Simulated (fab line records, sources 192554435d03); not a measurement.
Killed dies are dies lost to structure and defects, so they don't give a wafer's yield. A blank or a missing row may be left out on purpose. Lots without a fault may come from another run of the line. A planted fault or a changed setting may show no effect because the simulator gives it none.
One fault seen from 2 desks | flow n5_finfet | each desk has only its own numbers; what lay behind them comes last

THE TOOL OWNER'S DESK: litho_track-01
The tool's own readings at N5_BEOL_M11_COAT_63 (time 60 s, resist thk 100 nm): means of the sampled wafers that have a number, for each lot that ran on this tool. A lot is out of limits, marked OUT, if its mean lies more than 4 standard deviations from the usual mean; the brackets give that distance.
Columns: A = heater_power_total_W at N5_BEOL_M11_COAT_63, usual 500.4 W; B = resist_line_temp_C at N5_BEOL_M11_COAT_63, usual 22.99 C; C = spin_speed_rpm at N5_BEOL_M11_COAT_63, usual 1499.8 rpm
lot  | first seen here | A     | B     | C
L328 | day 11 00:23    | 500.6 | 23.04 | 1499.9
L335 | day 12 08:16    | 501.9 | 22.87 | 1500.7
L336 | day 12 18:17    | 500.2 | 23.10 | 1500.2
L347 | day 15 06:55    | 499.6 | 23.11 | 1448.3 (-47) OUT
L348 | day 16 07:42    | 501.6 | 23.03 | 1449.7 (-46) OUT
This desk's finding: out of limits on L347, L348; first on L347, day 15 06:55 (spin_speed_rpm at N5_BEOL_M11_COAT_63). In limits: L328, L335, L336.

THE METROLOGY DESK
What the gauges read, lot by lot, whatever tool the lot ran on: means of the sampled wafers that have a number. A lot is out of limits, marked OUT, if its mean lies more than 4 standard deviations from the usual mean; the brackets give that distance.
Columns: A = M10_RS at N5_BEOL_M10_RS_MEAS_57, usual 0.1506 ohm/sq
lot  | first seen here | A
L328 | day 10 20:59    | 0.1514
L331 | day 11 01:29    | 0.1470
L334 | day 12 01:20    | 0.1544
L335 | day 12 05:14    | 0.1510
L336 | day 12 14:42    | 0.1516
L337 | day 12 18:31    | 0.1523
L339 | day 13 02:37    | 0.1533
L347 | day 15 01:15    | 0.1493
L349 | day 15 19:07    | 0.1496
L348 | day 16 01:17    | 0.1494
L350 | day 16 01:47    | 0.1519
This desk's finding: nothing out of limits on any of the 11 lots.

PUT TOGETHER
The tool owner's desk could have raised an alarm at day 15 06:55, on L347, L348.
The metrology desk saw nothing out of limits.
The metrology desk has L347, L348 on record, within its limits.
Of the lots named, all ran N5_BEOL_M11_COAT_63 on litho_track-01.

WHAT THE SIMULATOR HAD PUT IN
Process parameter drift: litho_track-01, from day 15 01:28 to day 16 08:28, at N5_BEOL_M11_COAT_63. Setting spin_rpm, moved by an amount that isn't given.
Lots struck among those shown: L347, L348.
Hours from the fault's start to each desk's first reading out of limits: the tool owner's desk, 5.
